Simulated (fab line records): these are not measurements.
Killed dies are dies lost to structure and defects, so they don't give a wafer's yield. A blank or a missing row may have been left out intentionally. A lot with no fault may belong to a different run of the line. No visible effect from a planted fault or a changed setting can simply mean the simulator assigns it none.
Which tool was responsible? | flow n5-finfet | 8 lots (23 wafers sampled), 1 step of a 1938-step route

WHAT THE GAUGES SHOWED, per wafer
N5_BEOL_M4_RC_MEAS_101. Usual: DIBL_N 36.0 mV/V, standard deviation 2.5; DIBL_P 36.2 mV/V, standard deviation 3; IOFF_N 0.16 nA/um, standard deviation 0.044; IOFF_P 0.21 nA/um, standard deviation 0.049; ION_N 671 uA/um, standard deviation 15; ION_P 461 uA/um, standard deviation 8.7; SS_N 71.5 mV/dec, standard deviation 0.72; SS_P 73.4 mV/dec, standard deviation 0.9; VT_N 251 mV, standard deviation 4.4; VT_P -250 mV, standard deviation 4.
lot  | measured     | on        | DIBL_N (mV/V)  | DIBL_P (mV/V)  | IOFF_N (nA/um) | IOFF_P (nA/um) | ION_N (uA/um) | ION_P (uA/um) | SS_N (mV/dec)  | SS_P (mV/dec)  | VT_N (mV)   | VT_P (mV)      | flag
L412 | day 10 06:41 | prober-01 | 34.1 36.0 37.1 | 32.0 35.3 37.1 | 0.11 0.13 0.15 | 0.14 0.16 0.20 | 661 658 654   | 453 450 455   | 70.8 71.4 72.1 | 72.9 73.9 74.2 | 259 255 251 | -259 -258 -254 |
L417 | day 11 18:24 | prober-01 | 36.0 36.6 35.9 | 36.7 38.2 35.8 | 0.15 0.17 0.15 | 0.22 0.24 0.19 | 671 686 658   | 461 471 450   | 71.7 71.6 72.3 | 73.2 74.0 73.3 | 252 250 254 | -247 -244 -253 |
L416 | day 11 20:52 | prober-02 | 40.2 38.9 38.6 | 39.5 37.9 36.6 | 0.21 0.18 0.17 | 0.29 0.24 0.22 | 695 676 668   | 476 471 456   | 72.0 72.1 71.9 | 74.3 73.6 73.7 | 243 247 250 | -245 -248 -250 |
L423 | day 12 22:44 | prober-01 | 33.0 32.5 35.2 | 31.1 31.6 35.9 | 0.10 0.10 0.14 | 0.15 0.15 0.21 | 653 643 668   | 454 447 456   | 71.0 70.5 71.3 | 71.9 72.3 73.8 | 258 259 250 | -255 -253 -251 |
L424 | day 13 18:57 | prober-02 | 36.2 33.7 39.4 | 37.6 33.4 39.8 | 0.16 0.11 0.22 | 0.25 0.17 0.28 | 674 657 694   | 477 453 471   | 71.6 71.6 73.2 | 73.7 72.2 73.9 | 250 256 243 | -247 -254 -246 |
L426 | day 13 20:39 | prober-01 | 40.1 36.2 37.9 | 40.6 35.1 37.6 | 0.25 0.13 0.19 | 0.31 0.19 0.25 | 689 651 675   | 470 453 463   | 73.0 71.1 71.8 | 74.3 73.0 73.6 | 245 255 246 | -242 -252 -246 |
L425 | day 13 21:25 | prober-01 | 36.4 39.7 34.3 | 36.3 40.5 32.5 | 0.17 0.26 0.13 | 0.25 0.34 0.18 | 678 698 672   | 473 475 460   | 72.1 72.2 70.5 | 73.6 74.3 72.5 | 251 242 251 | -248 -244 -249 |
L427 | day 14 06:51 | prober-02 | 37.1 34.0      | 38.2 34.5      | 0.17 0.12      | 0.21 0.16      | 685 675       | 470 460       | 71.1 70.8      | 74.5 73.5      | 253 252     | -253 -258      |

TOOL THAT RAN EACH LOT (tool first, then ch and the chambers of the sampled wafers, then the start)
Before these readings, the record contains no process step.

AS READ BY THE TOOLS THEMSELVES (means over the sampled wafers that have a number; for cases with no such wafer, the mark the record gives instead)
The record holds no such reading with a usual standard deviation.

THE ANSWER, worked out from the rows above alone
Rule: a lot counts as off when the mean over its wafers that have a number is more than 3 standard deviations away from the usual mean. A lot without any number at a reading at which 4 lots or more have one is off too. The other lots that the step has rows for count as sound. Order of review: gauges by route order, followed by the tools' own readings, for which a lot's mean as printed above is used. The first step at which some lot is off is used, and at that step the reading that is off furthest; a lot without a number counts as furthest.
No lot is off on any of the readings shown, so nothing can be concluded from this.

WHAT THE SIMULATOR HAD INSERTED
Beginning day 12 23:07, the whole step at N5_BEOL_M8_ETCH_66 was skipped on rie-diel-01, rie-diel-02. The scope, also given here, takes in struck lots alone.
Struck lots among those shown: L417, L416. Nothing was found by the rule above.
